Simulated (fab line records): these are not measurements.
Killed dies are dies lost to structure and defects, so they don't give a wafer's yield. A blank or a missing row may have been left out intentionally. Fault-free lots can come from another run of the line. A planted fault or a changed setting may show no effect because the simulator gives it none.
A struck lot beside a sound one | flow nandHarc | 14 steps out of a route of 1302
Sound: these wafers, L100.1, L100.2, L100.6. Struck: wafer L113.6 (left out: L113.4, L113.5 of the same lot, which were not struck); the cause appears at the end.
Per side, at each step with rows, come the tool, then ch with its chambers, and then its first start. Under that, the readings that differ: sound wafers | struck wafers | difference of the means | sigmas: that difference in standard deviations of wafers without a fault.
alike: words and numbers the same on both sides, and readings whose means are apart by under 2 such deviations; not compared: readings that were withheld, readings missing a value for some wafer, numbers with overlapping values and no deviation given by the record, and bounds like >300 which may hide the same value.
A row with sigmas, a row that says differs or no value, or rows on one side alone: a step with any of these is where the two part. Numbers that have no deviation but don't overlap get no sigmas and don't part them. Lack of a reading on every wafer of one side parts them only where that side has two or more wafers.

NHARC_A_STAIRCASE_ALD_415: deposits SiO2, target thk 30 nm, pulse time 6 s, ald cycles 300.
  sound on aldHk-04 ch 0,1,3, day 18 12:07; struck on aldHk-03 ch 0, day 24 03:55
  alike: heaterPowerW, precursorPulseHeightRel
NHARC_A_STAIRCASE_ETCHBACK_416: etches the open film in C4F8/O2/Ar, target depth 36 nm, time 7.2 s.
  sound on rieDiel-09 ch 0,1,3; struck on rieDiel-06 ch 1
  alike: oesProductAu, rfVppV
  not compared: rfHoursCounterH
NHARC_A_STAIRCASE_STRIP_476: strips in O2, time 20 s.
  sound on rieDiel-09 ch 0,2, day 18 13:50; struck on rieDiel-06 ch 3, day 24 05:54
reading              | sound                | struck | difference | sigmas
oesProductAu (a.u.)  | 0.994 1.004 1.001    | 1.017  | +0.017     | +2
throttleValvePct (%) | 17.028 17.026 17.048 | 17.055 | +0.021     | +2
  alike: drypumpMotorCurrentA, mfcArSccm, rfVppV, showerheadPlenumPTorr
  not compared: rfHoursCounterH
NHARC_A_STAIRCASE_DEP_417: deposits Si3N4, target thk 60 nm.
  sound on pecvd-04 ch 0,1, day 18 13:58; struck on pecvd-02 ch 0, day 24 06:07
  alike: heaterPowerW, rfFwdPowerW
then, 5 steps without rows for these wafers: NHARC_A_STAIRCASE_WET_418 (chemistry H3PO4, target depth 20 nm); NHARC_A_STAIRCASE_PRECLEAN_419 (cleans in SC1); NHARC_A_STAIRCASE_SRD_421; NHARC_A_STAIRCASE_ALD_420 (deposits SiO2, target thk 20 nm, pulse time 6 s, ald cycles 200); NHARC_A_STAIRCASE_CVD_552 (deposits SiNx, target thk 40 nm).
NHARC_A_STAIRCASE_DEP_151: deposits SiO2, target thk 7200 nm.
  sound on pecvd-03 ch 0,2, day 18 21:56; struck on pecvd-04 ch 0, day 24 19:29
reading          | sound       | struck | difference | sigmas
heaterPowerW (W) | 752 845 793 | 522    | -275       | -3
  alike: rfFwdPowerW
then, 1 step without rows for these wafers: NHARC_A_STAIRCASE_ANNEAL_320 (time 1800 s).
NHARC_A_STAIRCASE_DEP_322: deposits SiO2, target thk 7200 nm.
  sound on pecvd-04 ch 0,2, day 19 06:58; struck on pecvd-02 ch 1, day 25 07:53
reading         | sound             | struck | difference | sigmas
rfFwdPowerW (W) | 499.9 499.6 499.0 | 420.4  | -79.1      | -53
  alike: heaterPowerW
then, 1 step without rows for these wafers: NHARC_A_STAIRCASE_ANNEAL_323 (time 1800 s).
-- break in the record here, with 7 days between the starts of the struck wafers on either side (left off in module A_STAIRCASE, picked up again in module END, where the first step shown is number 1302 on the route) --
NHARC_END_SORT_01:
  the record has rows for the struck wafers here (prober-01 ch 0, day 32 04:25) and none for the sound ones

== WHERE THEY PART ==
First at NHARC_A_STAIRCASE_STRIP_476; last, within this record, at NHARC_END_SORT_01.

WHY: the cause the simulator had injected
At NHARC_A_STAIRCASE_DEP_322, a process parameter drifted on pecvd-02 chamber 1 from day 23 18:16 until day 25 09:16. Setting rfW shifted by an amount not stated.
